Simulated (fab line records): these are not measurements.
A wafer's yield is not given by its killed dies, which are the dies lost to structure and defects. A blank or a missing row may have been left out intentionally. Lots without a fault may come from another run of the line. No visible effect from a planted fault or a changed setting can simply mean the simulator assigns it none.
Chamber matching || flow n5_finfet || N5_BEOL_M10_CURE_71 on uv_cure-03: 3 sister chambers
The step cures SiCOH lowk, time 240 s. 6 wafers are shown with their chamber, then 10 later ones without.

== WAFERS PAIRED WITH THEIR CHAMBERS ==
{"wafer": "L082.3", "chamber": 2, "wafer_temp_C_max": 385.9, "lamp_power_pct (%)": 52.38}
{"wafer": "L082.6", "chamber": 2, "wafer_temp_C_max": 386.1, "lamp_power_pct (%)": 52.31}
{"wafer": "L088.3", "chamber": 1, "wafer_temp_C_max": 386.4, "lamp_power_pct (%)": 52.26}
{"wafer": "L088.5", "chamber": 1, "wafer_temp_C_max": 386.7, "lamp_power_pct (%)": 52.34}
{"wafer": "L089.1", "chamber": 0, "wafer_temp_C_max": 387.7, "lamp_power_pct (%)": 52.32}
{"wafer": "L089.4", "chamber": 0, "wafer_temp_C_max": 387.3, "lamp_power_pct (%)": 52.27}

== WAFERS MISSING THEIR CHAMBER ==
{"wafer": "L089.6", "wafer_temp_C_max": 387.1, "lamp_power_pct (%)": 52.36}
{"wafer": "L091.2", "wafer_temp_C_max": 386.8, "lamp_power_pct (%)": 52.24}
{"wafer": "L091.3", "wafer_temp_C_max": 386.7, "lamp_power_pct (%)": 52.27}
{"wafer": "L091.5", "wafer_temp_C_max": 387.2, "lamp_power_pct (%)": 52.32}
{"wafer": "L094.1", "wafer_temp_C_max": 386.6, "lamp_power_pct (%)": 52.32}
{"wafer": "L094.2", "wafer_temp_C_max": 386.8, "lamp_power_pct (%)": 52.36}
{"wafer": "L094.4", "wafer_temp_C_max": 386.7, "lamp_power_pct (%)": 52.33}
{"wafer": "L092.1", "wafer_temp_C_max": 387.5, "lamp_power_pct (%)": 52.37}
{"wafer": "L092.4", "wafer_temp_C_max": 388.6, "lamp_power_pct (%)": 52.28}
{"wafer": "L092.5", "wafer_temp_C_max": 387.1, "lamp_power_pct (%)": 52.43}

== EACH ONE'S CHAMBER ==
{"wafer": "L089.6", "from the rows above": "can't be placed: 0 or 1", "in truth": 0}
{"wafer": "L091.2", "from the rows above": "can't be placed: 1 or 0", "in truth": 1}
{"wafer": "L091.3", "from the rows above": 1, "in truth": 1}
{"wafer": "L091.5", "from the rows above": "can't be placed: 0 or 1", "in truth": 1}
{"wafer": "L094.1", "from the rows above": 1, "in truth": 1}
{"wafer": "L094.2", "from the rows above": "can't be placed: 1 or 0 or 2", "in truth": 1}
{"wafer": "L094.4", "from the rows above": 1, "in truth": 1}
{"wafer": "L092.1", "from the rows above": 0, "in truth": 0}
{"wafer": "L092.4", "from the rows above": 0, "in truth": 0}
{"wafer": "L092.5", "from the rows above": "can't be placed: 0 or 1 or 2", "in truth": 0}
Placed correctly: 5 of 10. Can't be placed from these rows: 5 (the true chamber is among the candidates in 5). Wrongly placed: 0.
How it was worked out, from the rows above alone: a wafer's distance from a chamber is the root of the sum, over the readings, of the square of ((its reading less the chamber's mean) divided by the reading's scatter). If the next closest chamber is less than 2 further off than the closest, the wafer can't be placed; otherwise it belongs to the closest. A chamber's mean is the mean of its shown wafers. The scatter is the square root of a quotient: the sum, over the shown wafers, of each reading's squared deviation from its chamber's mean, divided by wafers minus chambers.
